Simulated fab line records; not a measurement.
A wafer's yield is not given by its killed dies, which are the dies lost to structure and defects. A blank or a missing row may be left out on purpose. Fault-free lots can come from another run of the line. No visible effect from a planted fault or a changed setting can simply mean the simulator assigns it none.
Split-lot experiment || flow n5Finfet || 7 lots, 21 wafers read, on a route of 1938 steps

SPLIT DETAILS
At N5_SPACER0_ALD_00 (deposits SiOCN, target thk 3.5 nm, pulse time 3 s, purge time 2 s), the setting aldCycles was moved away from the recipe's 58 on 7 of the 21 wafers read, by -6.9% to +13.8%. All remaining wafers had this setting at the recipe value.

The reading comes from the split's own step.

THE READING
SiOCN_of_SPACER0_ALD_00.thkNm (the simulator's own value, which no gauge read), in nm, at N5_SPACER0_ALD_00 (deposits SiOCN, target thk 3.5 nm, pulse time 3 s, purge time 2 s). The file gives no usual value for it. Across the 14 wafers here that went through the recipe, the average is 3.5 nm and the standard deviation 0.1 nm.

{"wafer": "L075.3", "tool, chamber at the split": "aldSin-04, 3", "aldCycles as run": 58, "against the recipe": "recipe", "SiOCN_of_SPACER0_ALD_00.thkNm, nm": 3.4, "against lot-mates on the recipe": "-"}
{"wafer": "L075.5", "tool, chamber at the split": "aldSin-04, 2,3", "aldCycles as run": 58, "against the recipe": "recipe", "SiOCN_of_SPACER0_ALD_00.thkNm, nm": 3.6, "against lot-mates on the recipe": "-"}
{"wafer": "L075.6", "tool, chamber at the split": "aldSin-04, 2,3", "aldCycles as run": 58, "against the recipe": "recipe", "SiOCN_of_SPACER0_ALD_00.thkNm, nm": 3.6, "against lot-mates on the recipe": "-"}
{"wafer": "L080.1", "tool, chamber at the split": "aldSin-04, 3,0", "aldCycles as run": 65, "against the recipe": "+12.1%", "SiOCN_of_SPACER0_ALD_00.thkNm, nm": 4, "against lot-mates on the recipe": "+0.4"}
{"wafer": "L080.2", "tool, chamber at the split": "aldSin-04, 3,0", "aldCycles as run": 65, "against the recipe": "+12.1%", "SiOCN_of_SPACER0_ALD_00.thkNm, nm": 4, "against lot-mates on the recipe": "+0.4"}
{"wafer": "L080.4", "tool, chamber at the split": "aldSin-04, 1", "aldCycles as run": 58, "against the recipe": "recipe", "SiOCN_of_SPACER0_ALD_00.thkNm, nm": 3.6, "against lot-mates on the recipe": "-"}
{"wafer": "L081.1", "tool, chamber at the split": "aldSin-01, 2", "aldCycles as run": 58, "against the recipe": "recipe", "SiOCN_of_SPACER0_ALD_00.thkNm, nm": 3.4, "against lot-mates on the recipe": "-"}
{"wafer": "L081.4", "tool, chamber at the split": "aldSin-01, 0,3", "aldCycles as run": 66, "against the recipe": "+13.8%", "SiOCN_of_SPACER0_ALD_00.thkNm, nm": 4, "against lot-mates on the recipe": "+0.6"}
{"wafer": "L081.6", "tool, chamber at the split": "aldSin-01, 0,3", "aldCycles as run": 66, "against the recipe": "+13.8%", "SiOCN_of_SPACER0_ALD_00.thkNm, nm": 4, "against lot-mates on the recipe": "+0.6"}
{"wafer": "L087.1", "tool, chamber at the split": "aldSin-01, 0,1", "aldCycles as run": 61, "against the recipe": "+5.2%", "SiOCN_of_SPACER0_ALD_00.thkNm, nm": 3.6, "against lot-mates on the recipe": "+0.2"}
{"wafer": "L087.3", "tool, chamber at the split": "aldSin-01, 0,1", "aldCycles as run": 61, "against the recipe": "+5.2%", "SiOCN_of_SPACER0_ALD_00.thkNm, nm": 3.6, "against lot-mates on the recipe": "+0.2"}
{"wafer": "L087.4", "tool, chamber at the split": "aldSin-01, 2", "aldCycles as run": 58, "against the recipe": "recipe", "SiOCN_of_SPACER0_ALD_00.thkNm, nm": 3.4, "against lot-mates on the recipe": "-"}
{"wafer": "L089.2", "tool, chamber at the split": "aldSin-03, 1,0", "aldCycles as run": 58, "against the recipe": "recipe", "SiOCN_of_SPACER0_ALD_00.thkNm, nm": 3.4, "against lot-mates on the recipe": "-"}
{"wafer": "L089.5", "tool, chamber at the split": "aldSin-03, 1,0", "aldCycles as run": 58, "against the recipe": "recipe", "SiOCN_of_SPACER0_ALD_00.thkNm, nm": 3.4, "against lot-mates on the recipe": "-"}
{"wafer": "L089.4", "tool, chamber at the split": "aldSin-03, 0", "aldCycles as run": 58, "against the recipe": "recipe", "SiOCN_of_SPACER0_ALD_00.thkNm, nm": 3.6, "against lot-mates on the recipe": "-"}
{"wafer": "L090.1", "tool, chamber at the split": "aldSin-01, 0,3", "aldCycles as run": 58, "against the recipe": "recipe", "SiOCN_of_SPACER0_ALD_00.thkNm, nm": 3.6, "against lot-mates on the recipe": "-"}
{"wafer": "L090.5", "tool, chamber at the split": "aldSin-01, 0,3", "aldCycles as run": 58, "against the recipe": "recipe", "SiOCN_of_SPACER0_ALD_00.thkNm, nm": 3.6, "against lot-mates on the recipe": "-"}
{"wafer": "L090.2", "tool, chamber at the split": "aldSin-01, 2", "aldCycles as run": 58, "against the recipe": "recipe", "SiOCN_of_SPACER0_ALD_00.thkNm, nm": 3.4, "against lot-mates on the recipe": "-"}
{"wafer": "L094.1", "tool, chamber at the split": "aldSin-01, 3", "aldCycles as run": 58, "against the recipe": "recipe", "SiOCN_of_SPACER0_ALD_00.thkNm, nm": 3.6, "against lot-mates on the recipe": "-"}
{"wafer": "L094.5", "tool, chamber at the split": "aldSin-01, 0", "aldCycles as run": 58, "against the recipe": "recipe", "SiOCN_of_SPACER0_ALD_00.thkNm, nm": 3.4, "against lot-mates on the recipe": "-"}
{"wafer": "L094.6", "tool, chamber at the split": "aldSin-01, 1", "aldCycles as run": 54, "against the recipe": "-6.9%", "SiOCN_of_SPACER0_ALD_00.thkNm, nm": 3.2, "against lot-mates on the recipe": -0.3}
Rows listing several chambers each stand for several wafers; the file does not say which wafer went through which chamber.

THE FIT
A straight line over all 21 wafers: SiOCN_of_SPACER0_ALD_00.thkNm changes by +0.0382 nm for each +1% of aldCycles; r = +0.92; the points scatter about the line by 0.093 nm.
The same after taking each lot's own level away (the mean of its wafers on the recipe; 21 wafers): +0.0395 nm for each +1%; r = +0.94; scatter 0.079 nm.
That fit puts the effect of the largest move of aldCycles on the reading at 0.55 nm.
The lots' own levels span 3.40 to 3.60 nm, that is 2.0 times the standard deviation above.
Hence the lot-to-lot level has little effect on the slope; both slopes agree.
Check: +0.522 nm against its lot-mates is what the line predicts for one of the wafers moved furthest among these (+13.8%) when that wafer is left out of the fit. Against them it came out at +0.6 nm.

OTHER SPLITS APPLIED TO THESE WAFERS
Other splits were also applied to these wafers ahead of the reading. Each is held against what the fit with the lots' levels taken away leaves over:
{"other split on the same wafers": "N5_ZERO_LAYER_PECVD_02 timeS", "wafers away from the commonest value": 7, "r with SiOCN_of_SPACER0_ALD_00.thkNm (lot level and that fit taken away)": -0.36}
{"other split on the same wafers": "N5_ZERO_LAYER_COAT_05 spinRpm", "wafers away from the commonest value": 9, "r with SiOCN_of_SPACER0_ALD_00.thkNm (lot level and that fit taken away)": "+0.01"}
{"other split on the same wafers": "N5_FIN_SAQP_PECVD_06 timeS", "wafers away from the commonest value": 8, "r with SiOCN_of_SPACER0_ALD_00.thkNm (lot level and that fit taken away)": "+0.05"}
{"other split on the same wafers": "N5_DUMMY_GATE_COAT_28 spinRpm", "wafers away from the commonest value": 4, "r with SiOCN_of_SPACER0_ALD_00.thkNm (lot level and that fit taken away)": "+0.12"}

THE FILE'S OWN FIT
SiOCN_of_SPACER0_ALD_00.thkNm changes by +0.0395 nm for each +1% of aldCycles, r = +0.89.
